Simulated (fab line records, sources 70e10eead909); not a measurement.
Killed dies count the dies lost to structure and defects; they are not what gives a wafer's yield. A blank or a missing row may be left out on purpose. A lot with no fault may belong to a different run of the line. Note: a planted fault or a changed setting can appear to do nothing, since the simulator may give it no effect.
Struck lot and sound lot, side by side    flow nand-harc    14 steps out of a route of 1302
Sound: these wafers, L759.2, L759.4, L759.6. Wafers L750.1, L750.3, L750.5 were the ones struck. The cause is given at the end.
Per side, at each step with rows, come the tool, then ch with its chambers, and then its first start. Under that, the readings that differ: sound wafers    struck wafers    difference of the means    sigmas: that difference in standard deviations of wafers without a fault.
alike: a reading whose means differ by less than 2 such deviations, as well as words and numbers matching on both sides. not compared: withheld readings; readings where some wafer has no value; bounds like >300 that might hide an equal value; numbers whose values overlap and for which the record gives no deviation.
The two part at a step that has a row with sigmas, a row that says differs or no value, or rows on one side only. Numbers that don't overlap but have no deviation are shown without sigmas and don't part them. A reading missing from all wafers of one side parts the sides only when that side holds two or more wafers.

first, 7 steps without rows for these wafers: NHARC_A_STAIRCASE_COAT_03; NHARC_A_STAIRCASE_SOFTBAKE_04 (time 170 s); NHARC_A_STAIRCASE_EBR_05; NHARC_A_STAIRCASE_EXPOSE_06 (exposes mask STAIR); NHARC_A_STAIRCASE_PEB_07 (peb time 130 s); NHARC_A_STAIRCASE_DEVELOP_08 (time 140 s); NHARC_A_STAIRCASE_HARDBAKE_10 (time 140 s).
NHARC_A_STAIRCASE_DESCUM_11: chemistry O2, time 3 s.
  sound on rie-diel-04 ch 0,2, day 22 15:43; struck on rie-diel-04 ch 2,3, day 18 14:56
  alike: drypump-motor-current-A, oes-product-au, rf-vpp-V, showerhead-plenum-p-Torr, throttle-valve-pct
  not compared: rf-hours-counter-h
NHARC_A_STAIRCASE_TRIM_12: chemistry O2, time 211.2 s.
  sound on rie-diel-04 ch 0,1,3, day 22 15:52; struck on rie-diel-04 ch 1,2, day 18 15:03
  alike: drypump-motor-current-A, oes-product-au, rf-vpp-V, showerhead-plenum-p-Torr, throttle-valve-pct
  not compared: rf-hours-counter-h
NHARC_A_STAIRCASE_ETCH_13: etches the open film in C4F8/O2, target depth 100 nm, time 40.5 s.
  sound on rie-diel-04 ch 0,2,3; struck on rie-diel-04 ch 1,2,3
  alike: bias-w, chamber-pressure-mTorr, oes-product-au, rf-vpp-V
  not compared: rf-hours-counter-h
NHARC_A_STAIRCASE_TRIM_14: chemistry O2, time 211.2 s.
  sound on rie-diel-04 ch 0,3; struck on rie-diel-04 ch 1,2,3
  alike: drypump-motor-current-A, oes-product-au, rf-vpp-V, showerhead-plenum-p-Torr, throttle-valve-pct
  not compared: rf-hours-counter-h
NHARC_A_STAIRCASE_ETCH_15: etches the open film in C4F8/O2, target depth 100 nm, time 40.5 s.
  sound on rie-diel-04 ch 2,3, day 22 16:16; struck on rie-diel-04 ch 1,3, day 18 15:37
  no value came back on the struck wafers for bias-w (W), chamber-pressure-mTorr (mTorr), oes-product-au (a.u.), rf-vpp-V (V); on the sound wafers bias-w (W) reads 1001.8 996.4 991.4
  not compared: rf-hours-counter-h
NHARC_A_STAIRCASE_TRIM_16: chemistry O2, time 211.2 s.
  sound on rie-diel-04 ch 0,2; struck on rie-diel-04 ch 1,2
  alike: drypump-motor-current-A, oes-product-au, rf-vpp-V, showerhead-plenum-p-Torr, throttle-valve-pct
  not compared: rf-hours-counter-h
-- jump in the record: it breaks off in module A_STAIRCASE and resumes in module END (first step shown: number 1302 of the route), and 10 days separate the struck wafers' starts before and after --
NHARC_END_SORT_01:
  sound on prober-01 ch 0, day 31 14:13; struck on prober-02 ch 0, day 28 03:57
reading          sound     struck                                                                difference                    sigmas
hold             - - -     await-dispo/1.2h/scrap await-dispo/1.2h/scrap await-dispo/1.2h/scrap  no value on the sound wafers  
killed-at-array  68 78 70  675 673 674                                                           +602                          +40
killed-dies      72 81 71  677 677 677                                                           +602                          +40
  alike: killed-at-other, killed-at-periphery, killed-open, killed-short

WHERE THEY PART
At NHARC_A_STAIRCASE_ETCH_15 first; at NHARC_END_SORT_01 last (within this record only).

WHY: what had been put in by the simulator
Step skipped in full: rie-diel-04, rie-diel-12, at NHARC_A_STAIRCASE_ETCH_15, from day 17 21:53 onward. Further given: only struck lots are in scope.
